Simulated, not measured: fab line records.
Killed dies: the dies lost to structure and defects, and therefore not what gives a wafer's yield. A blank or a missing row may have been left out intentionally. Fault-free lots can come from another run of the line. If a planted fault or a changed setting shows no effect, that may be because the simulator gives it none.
Which tool was responsible?    flow nand-harc    20 lots with 60 wafers sampled at 4 steps, on a route of 1302 steps

## WHAT THE GAUGES READ, wafer by wafer
NHARC_A_CHANNEL_FILL_D2_INSPECT_13. Usual: raw-defect-count reads 346 (standard deviation 100).
lot   measured      on                 raw-defect-count  flag
L074  day 16 08:00  defect-inspect-02  272 278 279       
L075  day 16 04:59  defect-inspect-02  336 353 382       
L076  day 16 05:11  defect-inspect-01  192 236 231       
L077  day 17 08:14  defect-inspect-02  207 240 317       
L078  day 17 08:04  defect-inspect-01  430 569 364       
L079  day 17 08:15  defect-inspect-02  529 372 339       
L080  day 17 22:55  defect-inspect-02  399 502 401       
L082  day 18 02:30  defect-inspect-02  431 424 302       
L083  day 19 19:58  defect-inspect-02  263 173 280       
L084  day 19 19:58  defect-inspect-01  315 431 348       
L086  day 20 08:46  defect-inspect-02  600 236 579       
L087  day 21 11:55  defect-inspect-01  268 265 235       
L088  day 21 23:15  defect-inspect-02  438 363 483       
L089  day 21 23:20  defect-inspect-02  410 286 260       
L092  day 23 03:16  defect-inspect-01  507 462 473       
L093  day 23 10:40  defect-inspect-02  308 355 336       
L094  day 24 08:23  defect-inspect-02  305 345 423       
L096  day 24 11:12  defect-inspect-01  346 479 498       
L095  day 24 21:20  defect-inspect-01  309 258 628       
L097  day 25 02:24  defect-inspect-02  398 380 355       

## WHICH TOOL RAN EACH LOT (tool, then ch and the chambers of the sampled wafers, then the start)
lot   NHARC_A_CHANNEL_HOLE_D2_ETCH_38     NHARC_A_CHANNEL_HOLE_D2_ETCH_44     NHARC_A_CHANNEL_FILL_D2_ETCHBACK_19
L074  rie-diel-01 ch 0,2,3, day 13 19:43  rie-diel-01 ch 1,2,3, day 14 01:43  rie-si-02 ch 1,2,3, day 15 04:21
L075  rie-diel-10 ch 1,2,3, day 13 20:57  rie-diel-11 ch 2,3, day 14 02:49    rie-si-03 ch 0,3, day 15 04:21
L076  rie-diel-10 ch 0,3, day 13 22:51    rie-diel-01 ch 0,3, day 14 05:52    rie-si-05 ch 0,1, day 15 04:21
L077  rie-diel-01 ch 0,1,2, day 14 22:02  rie-diel-10 ch 1,2,3, day 15 03:51  rie-si-03 ch 1,3, day 16 08:09
L078  rie-diel-11 ch 0,3, day 14 22:12    rie-diel-11 ch 2,3, day 15 04:41    rie-si-05 ch 0,1,2, day 16 08:08
L079  rie-diel-11 ch 0,2,3, day 14 23:58  rie-diel-10 ch 0,2,3, day 15 08:01  rie-si-02 ch 0,2,3, day 16 08:08
L080  rie-diel-11 ch 0,3, day 15 12:59    rie-diel-11 ch 0,2,3, day 15 19:52  rie-si-05 ch 1,3, day 16 20:37
L082  rie-diel-10 ch 0,2, day 15 19:22    rie-diel-01 ch 0,1, day 16 01:11    rie-si-05 ch 1,3, day 17 02:17
L083  rie-diel-01 ch 2,3, day 17 09:01    rie-diel-10 ch 0,3, day 17 17:10    rie-si-03 ch 1,2,3, day 18 18:31
L084  rie-diel-10 ch 2,3, day 17 09:23    rie-diel-01 ch 2,3, day 17 18:41    rie-si-02 ch 0,2, day 18 18:31
L086  rie-diel-01 ch 0,1,3, day 18 00:29  rie-diel-11 ch 0,1,3, day 18 06:18  rie-si-02 ch 0,2,3, day 19 07:10
L087  rie-diel-10 ch 0,1,3, day 19 02:10  rie-diel-01 ch 0,2, day 19 07:59    rie-si-03 ch 0,2, day 20 12:09
L088  rie-diel-01 ch 0,1,3, day 19 16:13  rie-diel-10 ch 0,1, day 19 22:01    rie-si-03 ch 1,2,3, day 20 22:50
L089  rie-diel-10 ch 0,2, day 19 16:53    rie-diel-11 ch 1,2,3, day 19 23:17  rie-si-05 ch 1,2, day 20 22:49
L092  rie-diel-10 ch 0,2,3, day 20 17:35  rie-diel-11 ch 0,1,3, day 21 01:41  rie-si-02 ch 1,2,3, day 22 02:24
L093  rie-diel-01 ch 0,2,3, day 21 02:06  rie-diel-01 ch 0,1,3, day 21 09:19  rie-si-02 ch 0,3, day 22 10:26
L094  rie-diel-01 ch 1,2,3, day 21 21:40  rie-diel-10 ch 0,1,2, day 22 06:22  rie-si-03 ch 0,1,2, day 23 07:08
L096  rie-diel-11 ch 0,2,3, day 21 22:14  rie-diel-11 ch 0,1,3, day 22 06:23  rie-si-05 ch 2,3, day 23 07:08
L095  rie-diel-10 ch 0,2,3, day 22 10:02  rie-diel-01 ch 2,3, day 22 15:52    rie-si-03 ch 0,2,3, day 23 21:09
L097  rie-diel-10 ch 0,1,2, day 22 18:04  rie-diel-11 ch 0,2, day 22 23:53    rie-si-05 ch 0,3, day 24 02:43
- NHARC_A_CHANNEL_HOLE_D2_ETCH_38: etches the open film in CF4, target depth 39 nm, time 65 s.
- NHARC_A_CHANNEL_HOLE_D2_ETCH_44: etches the open film in CF4/O2, target depth 140 nm, overetch 14 nm, time 77 s.
- NHARC_A_CHANNEL_FILL_D2_ETCHBACK_19: etches the open film in HBr/Cl2, target depth 5 nm, time 1.7 s.

## AS READ BY THE TOOLS THEMSELVES (means over the sampled wafers that have a number; for cases with no such wafer, the mark the record gives instead)
NHARC_A_CHANNEL_HOLE_D2_ETCH_38. Usual: drypump-motor-current-A 5.66 A, standard deviation 0.29; mfc-ar-sccm 0.008 sccm, standard deviation 0.014; oes-product-au 0.998 a.u., standard deviation 0.011; rf-vpp-V 151.4 V, standard deviation 1.2; showerhead-plenum-p-Torr 1.78 Torr, standard deviation 0.07; throttle-valve-pct 13.285 %, standard deviation 0.0098.
lot   tool         drypump-motor-current-A (A)  mfc-ar-sccm (sccm)  oes-product-au (a.u.)  rf-vpp-V (V)  showerhead-plenum-p-Torr (Torr)  throttle-valve-pct (%)  flag
L074  rie-diel-01  5.44                         0.002               0.996                  151.3         1.79                             13.285                  
L075  rie-diel-10  5.58                         0.017               0.989                  152.0         1.80                             13.278                  
L076  rie-diel-10  5.52                         0.030               0.994                  152.0         1.89                             13.288                  
L077  rie-diel-01  5.75                         0.007               1.001                  151.1         1.74                             13.283                  
L078  rie-diel-11  5.85                         0.000               1.007                  150.6         1.79                             13.277                  
L079  rie-diel-11  5.82                         0.000               1.009                  151.1         1.75                             13.276                  
L080  rie-diel-11  5.83                         0.000               1.007                  151.5         1.79                             13.283                  
L082  rie-diel-10  5.73                         0.001               0.995                  151.6         1.84                             13.278                  
L083  rie-diel-01  5.26                         0.004               0.995                  151.4         1.80                             13.284                  
L084  rie-diel-10  5.62                         0.015               0.992                  150.8         1.80                             13.291                  
L086  rie-diel-01  5.75                         0.007               1.012                  151.6         1.78                             13.285                  
L087  rie-diel-10  5.60                         0.017               0.986                  151.5         1.83                             13.295                  
L088  rie-diel-01  5.74                         0.007               1.006                  151.5         1.78                             13.276                  
L089  rie-diel-10  5.71                         0.001               0.989                  151.5         1.80                             13.285                  
L092  rie-diel-10  5.64                         0.015               0.995                  152.9         1.84                             13.286                  
L093  rie-diel-01  5.45                         0.002               0.996                  152.9         1.79                             13.289                  
L094  rie-diel-01  5.55                         0.008               1.002                  150.7         1.75                             13.291                  
L096  rie-diel-11  5.84                         0.000               1.003                  151.1         1.75                             13.284                  
L095  rie-diel-10  5.62                         0.015               1.001                  152.6         1.84                             13.275                  
L097  rie-diel-10  5.70                         0.003               0.994                  151.5         1.79                             13.281                  

NHARC_A_CHANNEL_HOLE_D2_ETCH_44. Usual: drypump-motor-current-A 5.7 A, standard deviation 0.3; mfc-ar-sccm 0.007 sccm, standard deviation 0.012; oes-product-au 0.999 a.u., standard deviation 0.011; rf-vpp-V 198.0 V, standard deviation 1.4; showerhead-plenum-p-Torr 1.34 Torr, standard deviation 0.054; throttle-valve-pct 13.397 %, standard deviation 0.0093.
lot   tool         drypump-motor-current-A (A)  mfc-ar-sccm (sccm)  oes-product-au (a.u.)  rf-vpp-V (V)  showerhead-plenum-p-Torr (Torr)  throttle-valve-pct (%)  flag
L074  rie-diel-01  5.5                          0.008               0.994                  196.8         1.32                             13.398                  
L075  rie-diel-11  5.7                          0.000               0.996                  197.7         1.30                             13.389                  
L076  rie-diel-01  5.4                          0.003               1.001                  198.9         1.39                             13.403                  
L077  rie-diel-10  5.6                          0.017               0.989                  198.5         1.36                             13.389                  
L078  rie-diel-11  5.8                          0.000               1.000                  197.4         1.30                             13.391                  
L079  rie-diel-10  5.6                          0.015               1.000                  200.2         1.39                             13.395                  
L080  rie-diel-11  5.8                          0.000               1.000                  197.7         1.33                             13.395                  
L082  rie-diel-01  6.0                          0.006               0.993                  197.7         1.33                             13.393                  
L083  rie-diel-10  5.5                          0.030               0.995                  199.5         1.43                             13.395                  
L084  rie-diel-01  5.3                          0.003               1.001                  198.2         1.33                             13.404                  
L086  rie-diel-11  5.9                          0.002               1.003                  197.2         1.32                             13.398                  
L087  rie-diel-01  5.6                          0.001               1.014                  197.4         1.34                             13.401                  
L088  rie-diel-10  5.7                          0.003               0.995                  199.7         1.38                             13.408                  
L089  rie-diel-11  5.9                          0.002               1.011                  196.8         1.29                             13.398                  
L092  rie-diel-11  6.0                          0.002               1.004                  197.4         1.32                             13.405                  
L093  rie-diel-01  5.8                          0.007               1.007                  198.1         1.35                             13.389                  
L094  rie-diel-10  5.7                          0.003               0.985                  198.2         1.35                             13.400                  
L096  rie-diel-11  5.9                          0.002               1.010                  197.9         1.32                             13.401                  
L095  rie-diel-01  5.3                          0.004               0.981                  198.5         1.36                             13.395                  
L097  rie-diel-11  5.9                          0.000               1.007                  197.2         1.32                             13.402                  

NHARC_A_CHANNEL_FILL_D2_ETCHBACK_19. Usual: drypump-motor-current-A 5.5 A, standard deviation 0.43; oes-product-au 0.999 a.u., standard deviation 0.015; throttle-valve-pct 26.405 %, standard deviation 0.01.
lot   tool       drypump-motor-current-A (A)  oes-product-au (a.u.)  throttle-valve-pct (%)  flag
L074  rie-si-02  5.4                          1.000                  26.412                  
L075  rie-si-03  5.2                          1.001                  26.402                  
L076  rie-si-05  5.9                          0.997                  26.408                  
L077  rie-si-03  5.0                          0.982                  26.400                  
L078  rie-si-05  6.1                          0.993                  26.396                  
L079  rie-si-02  5.4                          1.003                  26.399                  
L080  rie-si-05  5.7                          0.985                  26.409                  
L082  rie-si-05  5.8                          0.995                  26.407                  
L083  rie-si-03  5.1                          1.003                  26.397                  
L084  rie-si-02  5.5                          1.016                  26.406                  
L086  rie-si-02  5.5                          1.006                  26.410                  
L087  rie-si-03  5.4                          0.990                  26.404                  
L088  rie-si-03  5.1                          1.012                  26.402                  
L089  rie-si-05  6.2                          1.006                  26.407                  
L092  rie-si-02  5.4                          0.978                  26.418                  
L093  rie-si-02  5.5                          0.988                  26.399                  
L094  rie-si-03  5.2                          1.015                  26.404                  
L096  rie-si-05  6.2                          1.003                  26.405                  
L095  rie-si-03  5.3                          1.003                  26.407                  
L097  rie-si-05  5.6                          0.997                  26.412                  

## THE ANSWER, worked out from the rows above alone
Rule: a lot counts as off when the mean over its wafers that have a number is more than 3 standard deviations away from the usual mean. Also off: a lot with no number at a reading for which 4 or more lots have one. The other lots that the step has rows for count as sound. The gauges are gone through in route order, then the tools' own readings, and for those a lot's mean is taken as printed above. At the first step where some lot is off, the reading lying furthest off is the one used; lots without a number count as furthest.
None of the lots is off at any reading shown; this tells nothing.

## WHAT THE SIMULATOR HAD PUT IN
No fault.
